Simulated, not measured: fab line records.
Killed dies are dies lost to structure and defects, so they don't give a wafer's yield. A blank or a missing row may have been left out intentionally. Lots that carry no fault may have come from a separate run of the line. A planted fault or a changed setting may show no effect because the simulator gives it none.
fab line records	flow nand_harc	part 1 of 2: steps 1 to 4 of 6
record lots=22	wafers=66	last_day=33
route steps=1302 shown A_STAIRCASE@683
lots with no fault: from the same line, run without faults
start_h: the number of hours between the record's first day and the start of the first shown wafer of the lot	wait_h: how many hours have passed since the lot's step before this one	" as in the row above	L1.1+2: one row covering several wafers at once	- no value, or no start given	* or withheld: withheld	< > ~ a bound
route shown NAME@n: a module of which the file shows steps, and the number in the route of the first	usual: mean/standard deviation taken from wafers without a fault	same: alike in all rows	chamber/n: place in a boat	sites: the reading at each site	_std_site: the standard deviation of these	_edge_site: the outer-site mean with the inner-site mean subtracted	radius_mm: for every site, how far away it sits from the centre of the wafer	mask NAME#n: copy n	behind: tool/chamber where the wafer was last shaped	hold: the reason the lot was held/the length of the hold in hours/how it ended	device: names the non-switching transistor (n, p or np)	end of line: the tests these same wafers got at the end of their route	a step given without rows: its recipe and nothing more	killed: dies lost to structure and defects at the first sort, not the wafer's yield	map: dies across one wafer; x = killed, . = not, _ = none there
set.NAME: the setting that was run; set.NAME@STEP: the one run at that earlier step	model.NAME: the simulator's own value behind a step, which no gauge read
the route's steps for a sample of lots (tables are steps, rows are wafers)
services: the hour from which a tool's chamber was out of use, counted from the record's first day as start_h (under 0 if before that day), plus the number of hours and why
## steps
# step NHARC_A_STAIRCASE_TRIM_26
# recipe time_s=211.2	o2_flow_sccm=500	ar_flow_sccm=0	bias_w=0	chemistry=O2
# usual drypump_motor_current_A=5.9/0.37	oes_product_au=0.999/0.0089	rf_vpp_V=57.7/0.94	showerhead_plenum_p_Torr=3.49/0.12	throttle_valve_pct=17.036/0.0094
lot.wafer	tool	chamber	start_h	wait_h	drypump_motor_current_A	oes_product_au	rf_hours_counter_h	rf_vpp_V	showerhead_plenum_p_Torr	throttle_valve_pct
L075.1	rie_diel-12	2	-	-	5.6	1.008	28	59.3	3.57	17.046
L075.3	"	1	"	"	6.2	0.992	22	57.8	3.56	17.039
L075.6	"	2	"	"	5.6	0.999	-	58.3	3.57	17.044
L074.2	rie_diel-05	0	-	-	5.7	0.998	38	58.4	3.50	17.046
L074.3	"	1	"	"	6.1	0.982	44	57.2	3.32	17.029
L074.6	"	2	"	"	5.4	0.988	-	57.8	3.52	17.051
L076.3	rie_diel-05	2	-	-	5.4	0.992	48	58.7	3.52	17.030
L076.5	"	2	"	"	5.4	0.990	-	56.9	3.52	17.039
L076.6	"	3	"	"	5.8	0.976	-	57.8	3.63	17.031
L077.3	rie_diel-12	3	-	-	6.1	0.986	38	57.7	3.34	17.029
L077.1	"	1	"	"	6.2	0.986	30	55.8	3.56	17.039
L077.5	"	3	"	"	6.1	0.997	-	56.5	3.34	17.038
L078.1	rie_diel-05	1	-	-	6.2	0.994	54	57.8	3.32	17.032
L078.2	"	2	"	"	5.4	0.995	52	57.8	3.52	17.029
L078.5	"	1	"	"	6.2	0.995	-	56.5	3.32	17.039
L079.1	rie_diel-12	2	-	-	5.6	0.999	42	56.3	3.56	17.029
L079.3	"	3	"	"	6.1	0.995	45	57.2	3.33	17.037
L079.4	"	1	"	"	6.2	0.998	35	58.1	3.56	17.024
L081.1	rie_diel-12	0	-	-	6.2	1.016	38	57.2	3.41	17.038
L081.2	"	3	"	"	6.1	1.000	45	58.4	3.33	17.034
L081.6	"	0	"	"	6.2	1.015	-	56.5	3.41	17.020
L080.3	rie_diel-03	1	-	-	5.7	1.001	40	59.0	3.58	17.022
L080.1	"	0	"	"	6.6	1.010	34	57.3	3.65	17.038
L080.5	"	2	"	"	5.0	1.009	-	58.1	3.53	17.045
L082.4	rie_diel-12	0	-	-	6.2	1.020	53	59.1	3.40	17.040
L082.1	"	1	"	"	6.2	0.993	49	57.1	3.55	17.053
L082.5	"	3	"	"	6.1	0.995	-	56.8	3.32	17.037
L085.2	rie_diel-05	0	-	-	5.7	1.003	13	58.4	3.49	17.034
L085.1	"	1	"	"	6.1	0.987	17	57.0	3.31	17.040
L085.6	"	0	"	"	5.7	1.004	-	56.9	3.49	17.045
L084.2	rie_diel-12	0	-	-	6.2	1.011	3	57.6	3.40	17.037
L084.4	"	3	"	"	6.1	1.007	3	56.8	3.32	17.045
L084.5	"	1	"	"	6.2	0.999	-	57.0	3.55	17.040
L086.4	rie_diel-03	0	-	-	6.5	1.012	0	58.6	3.64	17.035
L086.3	"	1	"	"	5.7	0.998	0	58.6	3.57	17.035
L086.2	"	2	"	"	4.9	1.012	0	57.8	3.53	17.022
L088.1	rie_diel-12	3	-	-	6.1	0.995	19	56.3	3.31	17.029
L088.3	"	2	"	"	5.6	0.985	17	57.1	3.54	17.044
L088.5	"	3	"	"	6.1	1.008	-	58.7	3.31	17.039
L087.1	rie_diel-12	3	-	-	6.1	0.995	20	57.3	3.31	17.039
L087.6	"	3	"	"	6.1	1.000	-	58.0	3.31	17.032
L087.5	"	1	"	"	6.2	0.997	-	58.5	3.54	17.027
L090.2	rie_diel-12	0	-	-	6.2	1.007	24	56.2	3.39	17.038
L090.1	"	2	"	"	5.6	0.997	22	57.3	3.54	17.033
L090.6	"	1	"	"	6.2	0.993	-	56.1	3.54	17.053
L091.4	rie_diel-05	3	-	-	5.7	1.002	31	58.2	3.61	17.023
L091.2	"	0	"	"	5.7	1.008	33	57.3	3.48	17.035
L091.5	"	3	"	"	5.7	0.991	-	57.4	3.61	17.032
L092.2	rie_diel-03	1	-	-	5.7	0.990	23	58.6	3.56	17.033
L092.5	"	1	"	"	5.7	1.001	-	58.4	3.56	17.048
L092.6	"	2	"	"	5.0	1.012	-	56.7	3.51	17.018
L093.1	rie_diel-12	1	-	-	6.2	0.995	34	57.5	3.53	17.037
L093.6	"	2	"	"	5.6	1.001	-	57.9	3.53	17.013
L093.5	"	3	"	"	6.1	0.999	-	58.0	3.31	17.021
L094.1	rie_diel-05	2	-	-	5.4	1.002	43	57.8	3.49	17.013
L094.3	"	3	"	"	5.7	0.991	46	57.5	3.60	17.031
L094.6	"	2	"	"	5.4	1.003	-	58.2	3.49	17.030
L095.1	rie_diel-12	3	-	-	6.1	0.997	39	56.3	3.30	17.024
L095.2	"	0	"	"	6.2	0.994	38	58.2	3.38	17.044
L095.3	"	1	"	"	6.2	0.996	37	59.4	3.53	17.041
L097.3	rie_diel-05	2	-	-	5.4	0.992	48	57.0	3.49	17.030
L097.2	"	0	"	"	5.7	1.010	48	56.6	3.47	17.034
L097.1	"	1	"	"	6.1	0.998	55	58.0	3.29	17.043
L096.2	rie_diel-03	2	-	-	5.0	1.008	41	58.8	3.50	17.033
L096.1	"	3	"	"	5.9	1.000	39	57.8	3.79	17.037
L096.6	"	1	"	"	5.7	0.997	-	60.3	3.55	17.024
# step NHARC_A_STAIRCASE_ETCH_188
# recipe target_depth_a=1000	time_s=40.5	ion_energy_ev=400	c4f8_flow_sccm=20	o2_flow_sccm=10	ar_flow_sccm=withheld	rf_w=600	bias_w=1000	chemistry=C4F8/O2
# usual oes_product_au=0.943/0.011	rf_vpp_V=894/4.4
lot.wafer	tool	chamber	start_h	wait_h	oes_product_au	rf_hours_counter_h	rf_vpp_V
L075.1	rie_diel-03	1	-	-	0.960	23	897
L075.3	"	2	"	"	0.950	20	898
L075.6	"	3	"	"	0.935	-	887
L074.3	rie_diel-05	3	-	-	0.927	38	899
L074.2	"	1	"	"	0.930	45	887
L074.6	"	0	"	"	0.946	-	895
L076.3	rie_diel-05	1	-	-	0.956	51	889
L076.5	"	0	"	"	0.948	-	893
L076.6	"	1	"	"	0.945	-	889
L077.3	rie_diel-05	1	-	-	0.956	52	889
L077.1	"	3	"	"	0.939	45	899
L077.5	"	0	"	"	0.961	-	895
L078.1	rie_diel-05	1	-	-	0.934	54	889
L078.2	"	0	"	"	0.936	49	894
L078.5	"	0	"	"	0.935	-	895
L079.4	rie_diel-12	1	-	-	0.938	36	896
L079.3	"	2	"	"	0.942	43	897
L079.1	"	0	"	"	0.949	39	892
L081.2	rie_diel-03	2	-	-	0.934	39	896
L081.1	"	0	"	"	0.949	34	898
L081.6	"	2	"	"	0.934	-	896
L080.3	rie_diel-12	1	-	-	0.927	43	897
L080.1	"	0	"	"	0.935	46	892
L080.5	"	1	"	"	0.920	-	895
L082.4	rie_diel-03	0	-	-	0.973	45	900
L082.1	"	1	"	"	0.977	52	897
L082.5	"	2	"	"	0.945	-	895
L085.2	rie_diel-12	1	-	-	0.956	5	896
L085.1	"	3	"	"	0.951	3	889
L085.6	"	2	"	"	0.946	-	896
L084.2	rie_diel-12	0	-	-	0.929	4	890
L084.4	"	3	"	"	0.933	4	889
L084.5	"	1	"	"	0.938	-	896
L086.2	rie_diel-12	2	-	-	0.942	9	898
L086.4	"	3	"	"	0.954	9	889
L086.3	"	0	"	"	0.956	9	890
L088.3	rie_diel-12	1	-	-	0.949	19	896
L088.1	"	2	"	"	0.950	19	896
L088.5	"	0	"	"	0.949	-	890
L087.1	rie_diel-05	0	-	-	0.951	28	894
L087.6	"	2	"	"	0.954	-	895
L087.5	"	3	"	"	0.951	-	900
L090.2	rie_diel-12	2	-	-	0.950	22	897
L090.1	"	0	"	"	0.955	24	891
L090.6	"	1	"	"	0.958	-	895
L091.4	rie_diel-05	1	-	-	0.925	38	888
L091.2	"	3	"	"	0.935	31	899
L091.5	"	2	"	"	0.947	-	895
L092.2	rie_diel-05	1	-	-	0.937	47	887
L092.6	"	3	"	"	0.926	-	897
L092.5	"	1	"	"	0.936	-	888
L093.1	rie_diel-12	2	-	-	0.935	33	896
L093.6	"	3	"	"	0.938	-	887
L093.5	"	0	"	"	0.940	-	891
L094.1	rie_diel-12	1	-	-	0.950	37	897
L094.3	"	3	"	"	0.953	40	888
L094.6	"	3	"	"	0.943	-	888
L095.1	rie_diel-12	0	-	-	0.945	39	892
L095.3	"	1	"	"	0.946	37	896
L095.2	"	3	"	"	0.948	40	888
L097.1	rie_diel-12	1	-	-	0.946	41	895
L097.3	"	2	"	"	0.948	40	896
L097.2	"	0	"	"	0.932	43	889
L096.1	rie_diel-12	3	-	-	0.932	46	888
L096.2	"	0	"	"	0.930	43	891
L096.6	"	3	"	"	0.937	-	887
# step NHARC_A_STAIRCASE_TRIM_189
# recipe time_s=211.2	o2_flow_sccm=500	ar_flow_sccm=0	bias_w=0	chemistry=O2
# usual drypump_motor_current_A=5.9/0.39	oes_product_au=1.000/0.0092	rf_vpp_V=57.6/0.89	showerhead_plenum_p_Torr=3.47/0.12	throttle_valve_pct=17.038/0.0094
lot.wafer	tool	chamber	start_h	wait_h	drypump_motor_current_A	oes_product_au	rf_hours_counter_h	rf_vpp_V	showerhead_plenum_p_Torr	throttle_valve_pct
L075.1	rie_diel-03	0	-	-	6.6	1.009	21	58.3	3.65	17.044
L075.3	"	1	"	"	5.7	1.002	23	57.8	3.59	17.043
L075.6	"	3	"	"	5.9	1.001	-	56.6	3.28	17.050
L074.3	rie_diel-05	1	-	-	6.2	0.996	46	56.9	3.32	17.039
L074.2	"	2	"	"	5.4	0.995	44	56.1	3.52	17.050
L074.6	"	1	"	"	6.2	0.996	-	58.7	3.32	17.040
L076.3	rie_diel-05	1	-	-	6.2	1.001	51	56.9	3.32	17.043
L076.6	"	2	"	"	5.3	0.995	-	58.7	3.52	17.039
L076.5	"	3	"	"	5.7	0.988	-	58.1	3.63	17.029
L077.3	rie_diel-05	1	-	-	6.2	0.978	52	57.7	3.32	17.039
L077.1	"	3	"	"	5.8	0.971	45	59.0	3.63	17.051
L077.5	"	1	"	"	6.2	0.991	-	57.7	3.32	17.033
L078.1	rie_diel-05	0	-	-	5.7	0.996	49	57.3	3.50	17.052
L078.2	"	2	"	"	5.4	0.990	52	58.7	3.52	17.039
L078.5	"	0	"	"	5.7	0.996	-	59.0	3.50	17.039
L079.3	rie_diel-12	2	-	-	5.6	1.008	43	57.7	3.56	17.034
L079.1	"	3	"	"	6.1	0.983	46	57.1	3.33	17.045
L079.4	"	0	"	"	6.2	1.017	39	57.7	3.41	17.026
L081.2	rie_diel-03	1	-	-	5.7	0.996	40	56.6	3.58	17.024
L081.1	"	2	"	"	5.0	1.007	39	56.4	3.53	17.030
L081.6	"	1	"	"	5.7	0.992	-	58.0	3.58	17.045
L080.1	rie_diel-12	3	-	-	6.1	0.987	53	58.3	3.33	17.040
L080.3	"	0	"	"	6.2	1.012	46	57.9	3.40	17.025
L080.5	"	2	"	"	5.6	1.009	-	58.9	3.55	17.030
L082.1	rie_diel-03	2	-	-	5.0	1.003	51	57.6	3.53	17.050
L082.4	"	3	"	"	5.9	0.980	47	57.1	3.27	17.022
L082.5	"	1	"	"	5.7	0.996	-	57.8	3.57	17.032
L085.2	rie_diel-12	1	-	-	6.2	1.006	5	60.0	3.55	17.022
L085.1	"	2	"	"	5.6	1.004	5	56.4	3.55	17.044
L085.6	"	1	"	"	6.2	1.008	-	57.3	3.55	17.045
L084.4	rie_diel-12	3	-	-	6.1	1.004	4	57.7	3.32	17.047
L084.2	"	0	"	"	6.2	1.012	4	55.8	3.40	17.023
L084.5	"	3	"	"	6.1	1.005	-	57.3	3.32	17.047
L086.4	rie_diel-12	3	-	-	6.2	1.009	9	58.8	3.32	17.040
L086.3	"	0	"	"	6.2	1.003	9	57.1	3.39	17.029
L086.2	"	1	"	"	6.2	0.997	9	57.8	3.54	17.062
L088.1	rie_diel-12	1	-	-	6.2	1.002	19	56.4	3.54	17.020
L088.3	"	0	"	"	6.2	1.016	19	57.2	3.39	17.036
L088.5	"	2	"	"	5.6	1.006	-	55.8	3.54	17.030
L087.1	rie_diel-05	0	-	-	5.7	1.010	28	57.5	3.48	17.058
L087.6	"	2	"	"	5.4	0.994	-	58.4	3.50	17.014
L087.5	"	3	"	"	5.7	0.997	-	59.1	3.62	17.033
L090.2	rie_diel-12	0	-	-	6.2	1.006	24	58.4	3.39	17.048
L090.1	"	1	"	"	6.2	0.995	23	57.6	3.54	17.031
L090.6	"	0	"	"	6.2	1.009	-	56.9	3.39	17.043
L091.4	rie_diel-05	0	-	-	5.7	1.012	33	56.1	3.48	17.038
L091.2	"	2	"	"	5.4	1.003	26	58.1	3.50	17.031
L091.5	"	0	"	"	5.7	1.028	-	58.4	3.48	17.035
L092.2	rie_diel-05	2	-	-	5.4	0.998	40	57.7	3.49	17.048
L092.5	"	2	"	"	5.4	1.001	-	57.3	3.49	17.054
L092.6	"	3	"	"	5.8	0.990	-	58.3	3.61	17.030
L093.1	rie_diel-12	1	-	-	6.2	1.006	34	57.1	3.53	17.050
L093.5	"	3	"	"	6.1	1.014	-	57.6	3.31	17.041
L093.6	"	0	"	"	6.2	0.991	-	56.3	3.38	17.021
L094.3	rie_diel-12	0	-	-	6.2	1.004	39	56.9	3.38	17.053
L094.1	"	3	"	"	6.1	1.005	40	57.8	3.30	17.044
L094.6	"	1	"	"	6.2	0.990	-	57.3	3.53	17.031
L095.2	rie_diel-12	0	-	-	6.2	1.000	39	57.5	3.38	17.051
L095.3	"	1	"	"	6.2	1.003	38	57.0	3.53	17.039
L095.1	"	3	"	"	6.1	1.006	40	57.9	3.30	17.042
L097.2	rie_diel-12	0	-	-	6.2	1.000	43	56.4	3.38	17.042
L097.3	"	1	"	"	6.2	1.013	41	58.6	3.53	17.039
L097.1	"	2	"	"	5.6	0.996	41	59.5	3.53	17.038
L096.1	rie_diel-12	0	-	-	6.2	0.987	49	56.6	3.37	17.039
L096.2	"	1	"	"	6.2	0.988	47	56.4	3.52	17.037
L096.6	"	0	"	"	6.2	1.002	-	56.7	3.37	17.042
# step NHARC_A_STAIRCASE_TRIM_198
# recipe time_s=211.2	o2_flow_sccm=500	ar_flow_sccm=0	bias_w=0	chemistry=O2
# usual drypump_motor_current_A=5.8/0.46	oes_product_au=1.002/0.0088	rf_vpp_V=57.7/0.88	showerhead_plenum_p_Torr=3.51/0.13	throttle_valve_pct=17.037/0.0092
lot.wafer	tool	chamber	start_h	wait_h	drypump_motor_current_A	oes_product_au	rf_hours_counter_h	rf_vpp_V	showerhead_plenum_p_Torr	throttle_valve_pct
L075.1	rie_diel-03	1	-	-	5.7	1.007	23	57.2	3.59	17.041
L075.3	"	2	"	"	5.0	1.002	20	57.5	3.54	17.036
L075.6	"	1	"	"	5.7	1.017	-	58.3	3.59	17.054
L074.2	rie_diel-03	0	-	-	6.5	1.016	22	58.9	3.65	17.036
L074.3	"	2	"	"	5.0	1.002	20	58.1	3.54	17.029
L074.6	"	1	"	"	5.7	1.008	-	57.9	3.59	17.027
L076.3	rie_diel-03	0	-	-	6.6	0.998	29	59.2	3.65	17.051
L076.5	"	0	"	"	6.6	1.003	-	58.7	3.65	17.031
L076.6	"	1	"	"	5.7	1.001	-	58.7	3.58	17.025
L077.3	rie_diel-03	2	-	-	4.9	1.008	32	58.5	3.54	17.035
L077.1	"	3	"	"	5.9	1.001	30	57.0	3.28	17.029
L077.5	"	2	"	"	4.9	1.010	-	57.3	3.54	17.041
L078.2	rie_diel-05	2	-	-	5.4	0.979	52	57.9	3.52	17.030
L078.1	"	0	"	"	5.7	0.988	50	56.5	3.50	17.046
L078.5	"	1	"	"	6.2	0.990	-	56.7	3.32	17.039
L079.3	rie_diel-03	1	-	-	5.7	1.001	40	57.4	3.58	17.042
L079.1	"	2	"	"	4.9	1.009	39	56.6	3.53	17.041
L079.4	"	0	"	"	6.6	1.019	34	58.0	3.65	17.038
L081.1	rie_diel-03	1	-	-	5.7	1.003	46	58.4	3.58	17.028
L081.2	"	2	"	"	5.0	1.008	45	56.8	3.53	17.029
L081.6	"	1	"	"	5.7	0.995	-	57.6	3.58	17.026
L080.1	rie_diel-12	2	-	-	5.6	1.004	50	57.4	3.55	17.047
L080.3	"	3	"	"	6.1	0.992	53	56.9	3.33	17.052
L080.5	"	0	"	"	6.2	1.011	-	55.0	3.40	17.030
L082.4	rie_diel-12	1	-	-	6.2	0.995	49	59.3	3.55	17.045
L082.1	"	2	"	"	5.6	1.006	55	58.9	3.55	17.041
L082.5	"	2	"	"	5.6	1.003	-	58.2	3.55	17.050
L085.1	rie_diel-12	0	-	-	6.2	1.010	4	54.8	3.40	17.050
L085.2	"	1	"	"	6.2	0.998	6	56.7	3.54	17.030
L085.6	"	3	"	"	6.2	0.996	-	57.3	3.32	17.036
L084.2	rie_diel-05	1	-	-	6.2	0.992	19	57.2	3.31	17.032
L084.5	"	3	"	"	5.7	0.982	-	58.1	3.62	17.036
L084.4	"	1	"	"	6.1	0.986	-	56.9	3.31	17.045
L086.2	rie_diel-03	1	-	-	5.7	1.006	1	58.9	3.57	17.049
L086.3	"	2	"	"	5.0	1.007	1	57.6	3.53	17.029
L086.4	"	3	"	"	5.9	0.996	1	59.8	3.81	17.030
L088.3	rie_diel-12	0	-	-	6.2	1.000	19	56.5	3.39	17.035
L088.1	"	1	"	"	6.2	0.998	19	57.0	3.54	17.035
L088.5	"	0	"	"	6.2	1.009	-	56.0	3.39	17.033
L087.1	rie_diel-05	3	-	-	5.7	1.000	26	57.1	3.62	17.049
L087.6	"	0	"	"	5.7	1.014	-	58.2	3.48	17.027
L087.5	"	1	"	"	6.1	0.986	-	57.4	3.30	17.032
L090.2	rie_diel-05	2	-	-	5.4	0.998	24	58.7	3.50	17.043
L090.1	"	1	"	"	6.2	1.000	35	57.2	3.30	17.042
L090.6	"	3	"	"	5.8	1.003	-	58.6	3.61	17.034
L091.4	rie_diel-03	0	-	-	6.6	1.014	18	57.3	3.63	17.030
L091.2	"	2	"	"	5.0	1.007	21	56.2	3.52	17.040
L091.5	"	0	"	"	6.5	1.010	-	58.5	3.63	17.041
L092.2	rie_diel-03	3	-	-	5.9	1.013	28	59.3	3.79	17.035
L092.6	"	2	"	"	4.9	1.017	-	56.5	3.51	17.035
L092.5	"	3	"	"	5.9	1.014	-	58.2	3.79	17.038
L093.1	rie_diel-12	0	-	-	6.2	0.998	35	58.2	3.38	17.044
L093.5	"	1	"	"	6.2	1.003	-	58.4	3.53	17.027
L093.6	"	2	"	"	5.6	0.995	-	58.4	3.53	17.053
L094.3	rie_diel-03	1	-	-	5.7	0.988	28	59.2	3.55	17.044
L094.1	"	3	"	"	5.9	1.004	33	59.1	3.79	17.018
L094.6	"	2	"	"	4.9	1.004	-	57.6	3.51	17.028
L095.3	rie_diel-05	1	-	-	6.2	0.989	52	57.3	3.29	17.044
L095.2	"	3	"	"	5.7	1.001	48	58.5	3.60	17.026
L095.1	"	0	"	"	5.7	1.013	45	57.7	3.47	17.038
L097.1	rie_diel-03	3	-	-	5.9	0.994	42	58.2	3.78	17.046
L097.3	"	0	"	"	6.6	1.001	41	57.8	3.61	17.026
L097.2	"	1	"	"	5.7	1.003	34	59.4	3.55	17.038
L096.2	rie_diel-12	2	-	-	5.6	0.993	47	57.9	3.52	17.036
L096.1	"	3	"	"	6.1	0.996	52	57.5	3.30	17.041
L096.6	"	2	"	"	5.6	0.988	-	59.0	3.52	17.045
